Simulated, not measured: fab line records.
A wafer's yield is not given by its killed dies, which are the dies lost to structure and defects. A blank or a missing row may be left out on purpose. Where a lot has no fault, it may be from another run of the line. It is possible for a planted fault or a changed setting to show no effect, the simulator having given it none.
Which tool did it? :: flow n5_finfet :: 24 lots, 72 wafers sampled, at 6 steps of a route of 1938

== WHAT EACH GAUGE READ, for each wafer ==
N5_BEOL_M11_OVL_MEAS_12. Usual: M11_OVL 0.1 nm, standard deviation 0.83.
lot: L075
measured: day 11 08:51
on: overlay-02
M11_OVL (nm): -0.1 0.8 0.3
flag: 

lot: L074
measured: day 11 08:49
on: overlay-01
M11_OVL (nm): 0.2 0.0 0.4
flag: 

lot: L076
measured: day 11 13:49
on: overlay-02
M11_OVL (nm): 0.7 0.3 0.2
flag: 

lot: L078
measured: day 12 09:29
on: overlay-02
M11_OVL (nm): 0.3 1.9 1.2
flag: 

lot: L077
measured: day 12 15:57
on: overlay-01
M11_OVL (nm): -0.6 -0.6 0.0
flag: 

lot: L079
measured: day 13 07:55
on: overlay-01
M11_OVL (nm): 0.0 0.2 -0.1
flag: 

lot: L080
measured: day 13 12:33
on: overlay-01
M11_OVL (nm): 0.2 0.4 2.1
flag: 

lot: L081
measured: day 13 12:10
on: overlay-02
M11_OVL (nm): 0.7 0.6 -0.4
flag: 

lot: L082
measured: day 13 21:52
on: overlay-02
M11_OVL (nm): -0.7 -1.6 0.3
flag: 

lot: L083
measured: day 14 23:10
on: overlay-01
M11_OVL (nm): -1.4 -1.1 -1.7
flag: 

lot: L085
measured: day 15 14:45
on: overlay-02
M11_OVL (nm): 0.7 1.4 -0.4
flag: 

lot: L084
measured: day 15 14:55
on: overlay-02
M11_OVL (nm): -0.2 -1.2 -0.1
flag: 

lot: L088
measured: day 15 17:59
on: overlay-01
M11_OVL (nm): 1.3 -0.4 -0.2
flag: 

lot: L086
measured: day 16 02:22
on: overlay-02
M11_OVL (nm): -0.9 -1.0 -1.1
flag: 

lot: L087
measured: day 16 02:44
on: overlay-01
M11_OVL (nm): 1.5 0.4 1.4
flag: 

lot: L089
measured: day 16 07:54
on: overlay-01
M11_OVL (nm): -0.6 -0.4 -0.5
flag: 

lot: L092
measured: day 16 09:40
on: overlay-02
M11_OVL (nm): -0.8 0.0 -0.3
flag: 

lot: L090
measured: day 16 14:58
on: overlay-02
M11_OVL (nm): 0.3 -0.2 0.6
flag: 

lot: L091
measured: day 16 19:37
on: overlay-02
M11_OVL (nm): -0.2 0.1 0.7
flag: 

lot: L094
measured: day 17 00:55
on: overlay-02
M11_OVL (nm): -1.5 0.1 -0.1
flag: 

lot: L093
measured: day 17 02:23
on: overlay-02
M11_OVL (nm): -0.2 0.5 1.0
flag: 

lot: L095
measured: day 17 10:41
on: overlay-01
M11_OVL (nm): 0.3 1.1 0.7
flag: 

lot: L096
measured: day 17 09:40
on: overlay-01
M11_OVL (nm): 1.0 -0.2 0.4
flag: 

lot: L097
measured: day 18 14:14
on: overlay-02
M11_OVL (nm): 1.1 0.5 0.5
flag: 

== TOOL THAT RAN EACH LOT (tool first, then ch and the chambers of the sampled wafers, then the start) ==
lot: L075
N5_BEOL_M9_VIA_ETCH_34: rie_diel-02 ch 2,3, day 10 20:10
N5_BEOL_M9_CURE_72: uv_cure-03 ch 0, day 10 20:41
N5_BEOL_M9_DEGAS_44: pvd_sputter-03, day 10 21:12
N5_BEOL_M9_SURFACE_TREAT_79: pvd_sputter-03, day 10 21:40
N5_BEOL_M11_HM_DEP_02: pvd_sputter-01, day 11 08:27

lot: L074
N5_BEOL_M9_VIA_ETCH_34: rie_diel-05 ch 0,3, day 10 20:19
N5_BEOL_M9_CURE_72: uv_cure-03 ch 2, day 10 20:59
N5_BEOL_M9_DEGAS_44: pvd_sputter-03, day 10 21:22
N5_BEOL_M9_SURFACE_TREAT_79: pvd_sputter-03, day 10 22:13
N5_BEOL_M11_HM_DEP_02: pvd_sputter-03, day 11 08:25

lot: L076
N5_BEOL_M9_VIA_ETCH_34: rie_diel-05 ch 1,2,3, day 11 03:25
N5_BEOL_M9_CURE_72: uv_cure-03 ch 2, day 11 03:59
N5_BEOL_M9_DEGAS_44: pvd_sputter-02, day 11 04:22
N5_BEOL_M9_SURFACE_TREAT_79: pvd_sputter-03, day 11 04:48
N5_BEOL_M11_HM_DEP_02: pvd_sputter-03, day 11 13:25

lot: L078
N5_BEOL_M9_VIA_ETCH_34: rie_diel-03 ch 0,1,2, day 11 20:04
N5_BEOL_M9_CURE_72: uv_cure-02 ch 0, day 11 20:32
N5_BEOL_M9_DEGAS_44: pvd_sputter-03, day 11 21:08
N5_BEOL_M9_SURFACE_TREAT_79: pvd_sputter-02, day 11 21:35
N5_BEOL_M11_HM_DEP_02: pvd_sputter-02, day 12 08:55

lot: L077
N5_BEOL_M9_VIA_ETCH_34: rie_diel-03 ch 0,2,3, day 12 04:16
N5_BEOL_M9_CURE_72: uv_cure-03 ch 1, day 12 04:44
N5_BEOL_M9_DEGAS_44: pvd_sputter-02, day 12 05:17
N5_BEOL_M9_SURFACE_TREAT_79: pvd_sputter-03, day 12 05:47
N5_BEOL_M11_HM_DEP_02: pvd_sputter-01, day 12 15:26

lot: L079
N5_BEOL_M9_VIA_ETCH_34: rie_diel-05 ch 0,1,2, day 12 17:59
N5_BEOL_M9_CURE_72: uv_cure-02 ch 2, day 12 18:27
N5_BEOL_M9_DEGAS_44: pvd_sputter-03, day 12 18:49
N5_BEOL_M9_SURFACE_TREAT_79: pvd_sputter-01, day 12 19:12
N5_BEOL_M11_HM_DEP_02: pvd_sputter-03, day 13 07:23

lot: L080
N5_BEOL_M9_VIA_ETCH_34: rie_diel-02 ch 0,2,3, day 12 22:47
N5_BEOL_M9_CURE_72: uv_cure-01 ch 0, day 12 23:16
N5_BEOL_M9_DEGAS_44: pvd_sputter-02, day 12 23:53
N5_BEOL_M9_SURFACE_TREAT_79: pvd_sputter-02, day 13 00:18
N5_BEOL_M11_HM_DEP_02: pvd_sputter-03, day 13 12:09

lot: L081
N5_BEOL_M9_VIA_ETCH_34: rie_diel-05 ch 0,1, day 12 23:03
N5_BEOL_M9_CURE_72: uv_cure-02 ch 2, day 12 23:34
N5_BEOL_M9_DEGAS_44: pvd_sputter-01, day 12 23:59
N5_BEOL_M9_SURFACE_TREAT_79: pvd_sputter-02, day 13 00:26
N5_BEOL_M11_HM_DEP_02: pvd_sputter-01, day 13 11:46

lot: L082
N5_BEOL_M9_VIA_ETCH_34: rie_diel-05 ch 0,1,3, day 13 05:39
N5_BEOL_M9_CURE_72: uv_cure-02 ch 2, day 13 06:13
N5_BEOL_M9_DEGAS_44: pvd_sputter-03, day 13 06:33
N5_BEOL_M9_SURFACE_TREAT_79: pvd_sputter-03, day 13 07:04
N5_BEOL_M11_HM_DEP_02: pvd_sputter-01, day 13 21:20

lot: L083
N5_BEOL_M9_VIA_ETCH_34: rie_diel-03 ch 0,1,2, day 14 05:43
N5_BEOL_M9_CURE_72: uv_cure-01 ch 0, day 14 06:11
N5_BEOL_M9_DEGAS_44: pvd_sputter-01, day 14 06:40
N5_BEOL_M9_SURFACE_TREAT_79: pvd_sputter-03, day 14 07:03
N5_BEOL_M11_HM_DEP_02: pvd_sputter-01, day 14 22:38

lot: L085
N5_BEOL_M9_VIA_ETCH_34: rie_diel-05 ch 2,3, day 15 01:58
N5_BEOL_M9_CURE_72: uv_cure-03 ch 1, day 15 02:32
N5_BEOL_M9_DEGAS_44: pvd_sputter-03, day 15 03:00
N5_BEOL_M9_SURFACE_TREAT_79: pvd_sputter-03, day 15 03:29
N5_BEOL_M11_HM_DEP_02: pvd_sputter-01, day 15 14:14

lot: L084
N5_BEOL_M9_VIA_ETCH_34: rie_diel-02 ch 1,2, day 15 02:08
N5_BEOL_M9_CURE_72: uv_cure-02 ch 1, day 15 02:43
N5_BEOL_M9_DEGAS_44: pvd_sputter-03, day 15 03:05
N5_BEOL_M9_SURFACE_TREAT_79: pvd_sputter-03, day 15 03:31
N5_BEOL_M11_HM_DEP_02: pvd_sputter-03, day 15 14:19

lot: L088
N5_BEOL_M9_VIA_ETCH_34: rie_diel-02 ch 0,2,3, day 15 08:37
N5_BEOL_M9_CURE_72: uv_cure-01 ch 0, day 15 09:05
N5_BEOL_M9_DEGAS_44: pvd_sputter-03, day 15 09:29
N5_BEOL_M9_SURFACE_TREAT_79: pvd_sputter-02, day 15 09:58
N5_BEOL_M11_HM_DEP_02: pvd_sputter-01, day 15 17:28

lot: L086
N5_BEOL_M9_VIA_ETCH_34: rie_diel-03 ch 1,3, day 15 10:53
N5_BEOL_M9_CURE_72: uv_cure-03 ch 2, day 15 11:50
N5_BEOL_M9_DEGAS_44: pvd_sputter-01, day 15 12:08
N5_BEOL_M9_SURFACE_TREAT_79: pvd_sputter-03, day 15 13:41
N5_BEOL_M11_HM_DEP_02: pvd_sputter-03, day 16 01:57

lot: L087
N5_BEOL_M9_VIA_ETCH_34: rie_diel-02 ch 1,2,3, day 15 10:58
N5_BEOL_M9_CURE_72: uv_cure-03 ch 1, day 15 12:23
N5_BEOL_M9_DEGAS_44: pvd_sputter-03, day 15 13:48
N5_BEOL_M9_SURFACE_TREAT_79: pvd_sputter-01, day 15 14:11
N5_BEOL_M11_HM_DEP_02: pvd_sputter-03, day 16 02:12

lot: L089
N5_BEOL_M9_VIA_ETCH_34: rie_diel-02 ch 2,3, day 15 13:45
N5_BEOL_M9_CURE_72: uv_cure-03 ch 0, day 15 14:39
N5_BEOL_M9_DEGAS_44: pvd_sputter-01, day 15 14:58
N5_BEOL_M9_SURFACE_TREAT_79: pvd_sputter-03, day 15 15:36
N5_BEOL_M11_HM_DEP_02: pvd_sputter-01, day 16 07:22

lot: L092
N5_BEOL_M9_VIA_ETCH_34: rie_diel-03 ch 0,1,2, day 15 21:00
N5_BEOL_M9_CURE_72: uv_cure-03 ch 0, day 15 21:35
N5_BEOL_M9_DEGAS_44: pvd_sputter-03, day 15 21:48
N5_BEOL_M9_SURFACE_TREAT_79: pvd_sputter-01, day 15 22:13
N5_BEOL_M11_HM_DEP_02: pvd_sputter-02, day 16 09:16

lot: L090
N5_BEOL_M9_VIA_ETCH_34: rie_diel-03 ch 2,3, day 15 21:26
N5_BEOL_M9_CURE_72: uv_cure-03 ch 0, day 15 22:32
N5_BEOL_M9_DEGAS_44: pvd_sputter-01, day 15 22:53
N5_BEOL_M9_SURFACE_TREAT_79: pvd_sputter-01, day 15 23:22
N5_BEOL_M11_HM_DEP_02: pvd_sputter-01, day 16 14:34

lot: L091
N5_BEOL_M9_VIA_ETCH_34: rie_diel-03 ch 1,2,3, day 16 07:11
N5_BEOL_M9_CURE_72: uv_cure-01 ch 1, day 16 07:46
N5_BEOL_M9_DEGAS_44: pvd_sputter-01, day 16 08:17
N5_BEOL_M9_SURFACE_TREAT_79: pvd_sputter-01, day 16 08:46
N5_BEOL_M11_HM_DEP_02: pvd_sputter-01, day 16 19:05

lot: L094
N5_BEOL_M9_VIA_ETCH_34: rie_diel-03 ch 1,2, day 16 10:30
N5_BEOL_M9_CURE_72: uv_cure-02 ch 2, day 16 10:58
N5_BEOL_M9_DEGAS_44: pvd_sputter-03, day 16 11:40
N5_BEOL_M9_SURFACE_TREAT_79: pvd_sputter-03, day 16 12:08
N5_BEOL_M11_HM_DEP_02: pvd_sputter-03, day 17 00:31

lot: L093
N5_BEOL_M9_VIA_ETCH_34: rie_diel-02 ch 1,2, day 16 13:59
N5_BEOL_M9_CURE_72: uv_cure-03 ch 2, day 16 14:32
N5_BEOL_M9_DEGAS_44: pvd_sputter-02, day 16 14:56
N5_BEOL_M9_SURFACE_TREAT_79: pvd_sputter-01, day 16 15:23
N5_BEOL_M11_HM_DEP_02: pvd_sputter-02, day 17 01:52

lot: L095
N5_BEOL_M9_VIA_ETCH_34: rie_diel-03 ch 0,2, day 16 18:03
N5_BEOL_M9_CURE_72: uv_cure-03 ch 1, day 16 18:35
N5_BEOL_M9_DEGAS_44: pvd_sputter-01, day 16 19:21
N5_BEOL_M9_SURFACE_TREAT_79: pvd_sputter-02, day 16 21:32
N5_BEOL_M11_HM_DEP_02: pvd_sputter-01, day 17 10:10

lot: L096
N5_BEOL_M9_VIA_ETCH_34: rie_diel-03 ch 1,2,3, day 16 18:34
N5_BEOL_M9_CURE_72: uv_cure-02 ch 0, day 16 19:02
N5_BEOL_M9_DEGAS_44: pvd_sputter-02, day 16 19:37
N5_BEOL_M9_SURFACE_TREAT_79: pvd_sputter-02, day 16 21:44
N5_BEOL_M11_HM_DEP_02: pvd_sputter-02, day 17 09:16

lot: L097
N5_BEOL_M9_VIA_ETCH_34: rie_diel-03 ch 0,1,3, day 18 00:45
N5_BEOL_M9_CURE_72: uv_cure-01 ch 1, day 18 01:13
N5_BEOL_M9_DEGAS_44: pvd_sputter-03, day 18 01:56
N5_BEOL_M9_SURFACE_TREAT_79: pvd_sputter-03, day 18 02:23
N5_BEOL_M11_HM_DEP_02: pvd_sputter-01, day 18 13:50
- N5_BEOL_M9_VIA_ETCH_34: etches SiCOH lowk in C4F6/O2, target depth 182.4 nm, time 68.4 s.
- N5_BEOL_M9_CURE_72: cures SiCOH lowk, time 120 s.
- N5_BEOL_M9_DEGAS_44: time 60 s.
- N5_BEOL_M9_SURFACE_TREAT_79
- N5_BEOL_M11_HM_DEP_02: deposits TiN, target thk 20 nm.

== AS READ BY THE TOOLS THEMSELVES (means over the sampled wafers that have a number; for cases with no such wafer, the mark the record gives instead) ==
N5_BEOL_M9_VIA_ETCH_34. Usual: drypump_motor_current_A 5.6 A, standard deviation 0.46; oes_product_au 0.82 a.u., standard deviation 0.11; rf_vpp_V 675 V, standard deviation 8.6; showerhead_plenum_p_Torr 2.87 Torr, standard deviation 0.089; throttle_valve_pct 20.72 %, standard deviation 0.24.
lot: L075
tool: rie_diel-02
drypump_motor_current_A (A): 5.7
oes_product_au (a.u.): 0.72
rf_vpp_V (V): 671
showerhead_plenum_p_Torr (Torr): 2.85
throttle_valve_pct (%): 20.73
flag: 

lot: L074
tool: rie_diel-05
drypump_motor_current_A (A): 5.4
oes_product_au (a.u.): 0.86
rf_vpp_V (V): 668
showerhead_plenum_p_Torr (Torr): 2.83
throttle_valve_pct (%): 20.81
flag: 

lot: L076
tool: rie_diel-05
drypump_motor_current_A (A): 5.4
oes_product_au (a.u.): 0.84
rf_vpp_V (V): 681
showerhead_plenum_p_Torr (Torr): 2.99
throttle_valve_pct (%): 20.80
flag: 

lot: L078
tool: rie_diel-03
drypump_motor_current_A (A): 5.7
oes_product_au (a.u.): 0.87
rf_vpp_V (V): 675
showerhead_plenum_p_Torr (Torr): 2.87
throttle_valve_pct (%): 20.58
flag: 

lot: L077
tool: rie_diel-03
drypump_motor_current_A (A): 5.3
oes_product_au (a.u.): 0.83
rf_vpp_V (V): 682
showerhead_plenum_p_Torr (Torr): 2.90
throttle_valve_pct (%): 20.71
flag: 

lot: L079
tool: rie_diel-05
drypump_motor_current_A (A): 5.5
oes_product_au (a.u.): 0.90
rf_vpp_V (V): 673
showerhead_plenum_p_Torr (Torr): 2.94
throttle_valve_pct (%): 20.74
flag: 

lot: L080
tool: rie_diel-02
drypump_motor_current_A (A): 5.5
oes_product_au (a.u.): 0.79
rf_vpp_V (V): 670
showerhead_plenum_p_Torr (Torr): 2.84
throttle_valve_pct (%): 20.63
flag: 

lot: L081
tool: rie_diel-05
drypump_motor_current_A (A): 5.5
oes_product_au (a.u.): 0.88
rf_vpp_V (V): 666
showerhead_plenum_p_Torr (Torr): 2.86
throttle_valve_pct (%): 20.77
flag: 

lot: L082
tool: rie_diel-05
drypump_motor_current_A (A): 5.3
oes_product_au (a.u.): 0.92
rf_vpp_V (V): 674
showerhead_plenum_p_Torr (Torr): 2.90
throttle_valve_pct (%): 20.72
flag: 

lot: L083
tool: rie_diel-03
drypump_motor_current_A (A): 5.7
oes_product_au (a.u.): 0.83
rf_vpp_V (V): 674
showerhead_plenum_p_Torr (Torr): 2.86
throttle_valve_pct (%): 20.59
flag: 

lot: L085
tool: rie_diel-05
drypump_motor_current_A (A): 5.4
oes_product_au (a.u.): 0.94
rf_vpp_V (V): 680
showerhead_plenum_p_Torr (Torr): 2.98
throttle_valve_pct (%): 20.69
flag: 

lot: L084
tool: rie_diel-02
drypump_motor_current_A (A): 6.1
oes_product_au (a.u.): 0.71
rf_vpp_V (V): 671
showerhead_plenum_p_Torr (Torr): 2.79
throttle_valve_pct (%): 20.95
flag: 

lot: L088
tool: rie_diel-02
drypump_motor_current_A (A): 5.5
oes_product_au (a.u.): 0.77
rf_vpp_V (V): 671
showerhead_plenum_p_Torr (Torr): 2.83
throttle_valve_pct (%): 20.65
flag: 

lot: L086
tool: rie_diel-03
drypump_motor_current_A (A): 5.6
oes_product_au (a.u.): 0.80
rf_vpp_V (V): 679
showerhead_plenum_p_Torr (Torr): 2.86
throttle_valve_pct (%): 20.76
flag: 

lot: L087
tool: rie_diel-02
drypump_motor_current_A (A): 6.0
oes_product_au (a.u.): 0.69
rf_vpp_V (V): 669
showerhead_plenum_p_Torr (Torr): 2.78
throttle_valve_pct (%): 20.95
flag: 

lot: L089
tool: rie_diel-02
drypump_motor_current_A (A): 5.9
oes_product_au (a.u.): 0.68
rf_vpp_V (V): 667
showerhead_plenum_p_Torr (Torr): 2.77
throttle_valve_pct (%): 20.93
flag: 

lot: L092
tool: rie_diel-03
drypump_motor_current_A (A): 5.7
oes_product_au (a.u.): 0.81
rf_vpp_V (V): 674
showerhead_plenum_p_Torr (Torr): 2.86
throttle_valve_pct (%): 20.61
flag: 

lot: L090
tool: rie_diel-03
drypump_motor_current_A (A): 5.5
oes_product_au (a.u.): 0.85
rf_vpp_V (V): 679
showerhead_plenum_p_Torr (Torr): 2.88
throttle_valve_pct (%): 20.59
flag: 

lot: L091
tool: rie_diel-03
drypump_motor_current_A (A): 5.7
oes_product_au (a.u.): 0.83
rf_vpp_V (V): 676
showerhead_plenum_p_Torr (Torr): 2.85
throttle_valve_pct (%): 20.62
flag: 

lot: L094
tool: rie_diel-03
drypump_motor_current_A (A): 5.9
oes_product_au (a.u.): 0.87
rf_vpp_V (V): 672
showerhead_plenum_p_Torr (Torr): 2.85
throttle_valve_pct (%): 20.47
flag: 

lot: L093
tool: rie_diel-02
drypump_motor_current_A (A): 5.8
oes_product_au (a.u.): 0.68
rf_vpp_V (V): 671
showerhead_plenum_p_Torr (Torr): 2.84
throttle_valve_pct (%): 20.81
flag: 

lot: L095
tool: rie_diel-03
drypump_motor_current_A (A): 5.3
oes_product_au (a.u.): 0.97
rf_vpp_V (V): 681
showerhead_plenum_p_Torr (Torr): 2.89
throttle_valve_pct (%): 20.46
flag: 

lot: L096
tool: rie_diel-03
drypump_motor_current_A (A): 5.7
oes_product_au (a.u.): 0.84
rf_vpp_V (V): 675
showerhead_plenum_p_Torr (Torr): 2.85
throttle_valve_pct (%): 20.62
flag: 

lot: L097
tool: rie_diel-03
drypump_motor_current_A (A): 5.5
oes_product_au (a.u.): 0.85
rf_vpp_V (V): 678
showerhead_plenum_p_Torr (Torr): 2.85
throttle_valve_pct (%): 20.64
flag: 

N5_BEOL_M9_CURE_72. Usual: lamp_power_pct 52.31 %, standard deviation 0.059; wafer_temp_C_max 372.0, standard deviation 0.54.
lot: L075
tool: uv_cure-03
lamp_power_pct (%): 52.33
wafer_temp_C_max: 371.5
flag: 

lot: L074
tool: uv_cure-03
lamp_power_pct (%): 52.37
wafer_temp_C_max: 372.3
flag: 

lot: L076
tool: uv_cure-03
lamp_power_pct (%): 52.29
wafer_temp_C_max: 371.9
flag: 

lot: L078
tool: uv_cure-02
lamp_power_pct (%): 52.29
wafer_temp_C_max: 371.8
flag: 

lot: L077
tool: uv_cure-03
lamp_power_pct (%): 52.36
wafer_temp_C_max: 372.5
flag: 

lot: L079
tool: uv_cure-02
lamp_power_pct (%): 52.25
wafer_temp_C_max: 373.3
flag: 

lot: L080
tool: uv_cure-01
lamp_power_pct (%): 52.32
wafer_temp_C_max: 371.7
flag: 

lot: L081
tool: uv_cure-02
lamp_power_pct (%): 52.28
wafer_temp_C_max: 372.7
flag: 

lot: L082
tool: uv_cure-02
lamp_power_pct (%): 52.31
wafer_temp_C_max: 372.0
flag: 

lot: L083
tool: uv_cure-01
lamp_power_pct (%): 52.31
wafer_temp_C_max: 371.7
flag: 

lot: L085
tool: uv_cure-03
lamp_power_pct (%): 52.27
wafer_temp_C_max: 372.0
flag: 

lot: L084
tool: uv_cure-02
lamp_power_pct (%): 52.34
wafer_temp_C_max: 371.9
flag: 

lot: L088
tool: uv_cure-01
lamp_power_pct (%): 52.36
wafer_temp_C_max: 371.4
flag: 

lot: L086
tool: uv_cure-03
lamp_power_pct (%): 52.25
wafer_temp_C_max: 372.5
flag: 

lot: L087
tool: uv_cure-03
lamp_power_pct (%): 52.30
wafer_temp_C_max: 372.5
flag: 

lot: L089
tool: uv_cure-03
lamp_power_pct (%): 52.32
wafer_temp_C_max: 371.3
flag: 

lot: L092
tool: uv_cure-03
lamp_power_pct (%): 52.31
wafer_temp_C_max: 371.3
flag: 

lot: L090
tool: uv_cure-03
lamp_power_pct (%): 52.31
wafer_temp_C_max: 371.5
flag: 

lot: L091
tool: uv_cure-01
lamp_power_pct (%): 52.30
wafer_temp_C_max: 372.6
flag: 

lot: L094
tool: uv_cure-02
lamp_power_pct (%): 52.33
wafer_temp_C_max: 372.0
flag: 

lot: L093
tool: uv_cure-03
lamp_power_pct (%): 52.28
wafer_temp_C_max: 372.2
flag: 

lot: L095
tool: uv_cure-03
lamp_power_pct (%): 52.33
wafer_temp_C_max: 372.1
flag: 

lot: L096
tool: uv_cure-02
lamp_power_pct (%): 52.30
wafer_temp_C_max: 371.6
flag: 

lot: L097
tool: uv_cure-01
lamp_power_pct (%): 52.40
wafer_temp_C_max: 372.3
flag: 

N5_BEOL_M9_DEGAS_44. Usual: heater_power_w 334 W, standard deviation 35; susceptor_temp_C 250.03 C, standard deviation 0.19.
lot: L075
tool: pvd_sputter-03
heater_power_w (W): 306
susceptor_temp_C (C): 249.94
flag: 

lot: L074
tool: pvd_sputter-03
heater_power_w (W): 317
susceptor_temp_C (C): 250.13
flag: 

lot: L076
tool: pvd_sputter-02
heater_power_w (W): 357
susceptor_temp_C (C): 250.03
flag: 

lot: L078
tool: pvd_sputter-03
heater_power_w (W): 313
susceptor_temp_C (C): 250.20
flag: 

lot: L077
tool: pvd_sputter-02
heater_power_w (W): 368
susceptor_temp_C (C): 250.12
flag: 

lot: L079
tool: pvd_sputter-03
heater_power_w (W): 356
susceptor_temp_C (C): 250.00
flag: 

lot: L080
tool: pvd_sputter-02
heater_power_w (W): 357
susceptor_temp_C (C): 250.14
flag: 

lot: L081
tool: pvd_sputter-01
heater_power_w (W): 315
susceptor_temp_C (C): 250.10
flag: 

lot: L082
tool: pvd_sputter-03
heater_power_w (W): 317
susceptor_temp_C (C): 250.02
flag: 

lot: L083
tool: pvd_sputter-01
heater_power_w (W): 314
susceptor_temp_C (C): 250.08
flag: 

lot: L085
tool: pvd_sputter-03
heater_power_w (W): 343
susceptor_temp_C (C): 250.10
flag: 

lot: L084
tool: pvd_sputter-03
heater_power_w (W): 338
susceptor_temp_C (C): 249.93
flag: 

lot: L088
tool: pvd_sputter-03
heater_power_w (W): 306
susceptor_temp_C (C): 250.16
flag: 

lot: L086
tool: pvd_sputter-01
heater_power_w (W): 341
susceptor_temp_C (C): 250.06
flag: 

lot: L087
tool: pvd_sputter-03
heater_power_w (W): 370
susceptor_temp_C (C): 250.05
flag: 

lot: L089
tool: pvd_sputter-01
heater_power_w (W): 323
susceptor_temp_C (C): 249.83
flag: 

lot: L092
tool: pvd_sputter-03
heater_power_w (W): 352
susceptor_temp_C (C): 250.05
flag: 

lot: L090
tool: pvd_sputter-01
heater_power_w (W): 324
susceptor_temp_C (C): 249.99
flag: 

lot: L091
tool: pvd_sputter-01
heater_power_w (W): 317
susceptor_temp_C (C): 249.94
flag: 

lot: L094
tool: pvd_sputter-03
heater_power_w (W): 342
susceptor_temp_C (C): 249.93
flag: 

lot: L093
tool: pvd_sputter-02
heater_power_w (W): 350
susceptor_temp_C (C): 249.95
flag: 

lot: L095
tool: pvd_sputter-01
heater_power_w (W): 335
susceptor_temp_C (C): 250.03
flag: 

lot: L096
tool: pvd_sputter-02
heater_power_w (W): 349
susceptor_temp_C (C): 249.83
flag: 

lot: L097
tool: pvd_sputter-03
heater_power_w (W): 339
susceptor_temp_C (C): 249.86
flag: 

N5_BEOL_M11_HM_DEP_02. Usual: susceptor_temp_C 25.00 C, standard deviation 0.1; throttle_valve_pct 29.8 %, standard deviation 0.87.
lot: L075
tool: pvd_sputter-01
susceptor_temp_C (C): 24.93
throttle_valve_pct (%): 30.0
flag: 

lot: L074
tool: pvd_sputter-03
susceptor_temp_C (C): 25.02
throttle_valve_pct (%): 29.6
flag: 

lot: L076
tool: pvd_sputter-03
susceptor_temp_C (C): 25.03
throttle_valve_pct (%): 29.9
flag: 

lot: L078
tool: pvd_sputter-02
susceptor_temp_C (C): 24.89
throttle_valve_pct (%): 29.3
flag: 

lot: L077
tool: pvd_sputter-01
susceptor_temp_C (C): 25.02
throttle_valve_pct (%): 29.8
flag: 

lot: L079
tool: pvd_sputter-03
susceptor_temp_C (C): 25.13
throttle_valve_pct (%): 29.8
flag: 

lot: L080
tool: pvd_sputter-03
susceptor_temp_C (C): 24.96
throttle_valve_pct (%): 29.3
flag: 

lot: L081
tool: pvd_sputter-01
susceptor_temp_C (C): 24.97
throttle_valve_pct (%): 30.0
flag: 

lot: L082
tool: pvd_sputter-01
susceptor_temp_C (C): 24.99
throttle_valve_pct (%): 29.4
flag: 

lot: L083
tool: pvd_sputter-01
susceptor_temp_C (C): 25.00
throttle_valve_pct (%): 29.7
flag: 

lot: L085
tool: pvd_sputter-01
susceptor_temp_C (C): 24.93
throttle_valve_pct (%): 29.5
flag: 

lot: L084
tool: pvd_sputter-03
susceptor_temp_C (C): 24.96
throttle_valve_pct (%): 29.6
flag: 

lot: L088
tool: pvd_sputter-01
susceptor_temp_C (C): 25.02
throttle_valve_pct (%): 30.9
flag: 

lot: L086
tool: pvd_sputter-03
susceptor_temp_C (C): 25.02
throttle_valve_pct (%): 29.8
flag: 

lot: L087
tool: pvd_sputter-03
susceptor_temp_C (C): 24.99
throttle_valve_pct (%): 29.7
flag: 

lot: L089
tool: pvd_sputter-01
susceptor_temp_C (C): 25.14
throttle_valve_pct (%): 29.5
flag: 

lot: L092
tool: pvd_sputter-02
susceptor_temp_C (C): 25.00
throttle_valve_pct (%): 29.7
flag: 

lot: L090
tool: pvd_sputter-01
susceptor_temp_C (C): 24.85
throttle_valve_pct (%): 29.3
flag: 

lot: L091
tool: pvd_sputter-01
susceptor_temp_C (C): 24.87
throttle_valve_pct (%): 30.6
flag: 

lot: L094
tool: pvd_sputter-03
susceptor_temp_C (C): 25.03
throttle_valve_pct (%): 29.9
flag: 

lot: L093
tool: pvd_sputter-02
susceptor_temp_C (C): 25.03
throttle_valve_pct (%): 29.5
flag: 

lot: L095
tool: pvd_sputter-01
susceptor_temp_C (C): 24.97
throttle_valve_pct (%): 29.8
flag: 

lot: L096
tool: pvd_sputter-02
susceptor_temp_C (C): 24.88
throttle_valve_pct (%): 29.9
flag: 

lot: L097
tool: pvd_sputter-01
susceptor_temp_C (C): 24.97
throttle_valve_pct (%): 29.6
flag: 

== THE ANSWER, worked out from the rows above alone ==
Rule: a lot is off if the mean of its wafers that have a number lies more than 3 standard deviations from the usual mean. Also off: a lot with no number at a reading for which 4 or more lots have one. The other lots that the step has rows for count as sound. Order of review: gauges by route order, followed by the tools' own readings, for which a lot's mean as printed above is used. The first step at which some lot is off is used, and at that step the reading that is off furthest; a lot without a number counts as furthest.
No lot is off on any of the readings shown, so nothing can be concluded from this.

== WHAT THE SIMULATOR HAD PUT IN ==
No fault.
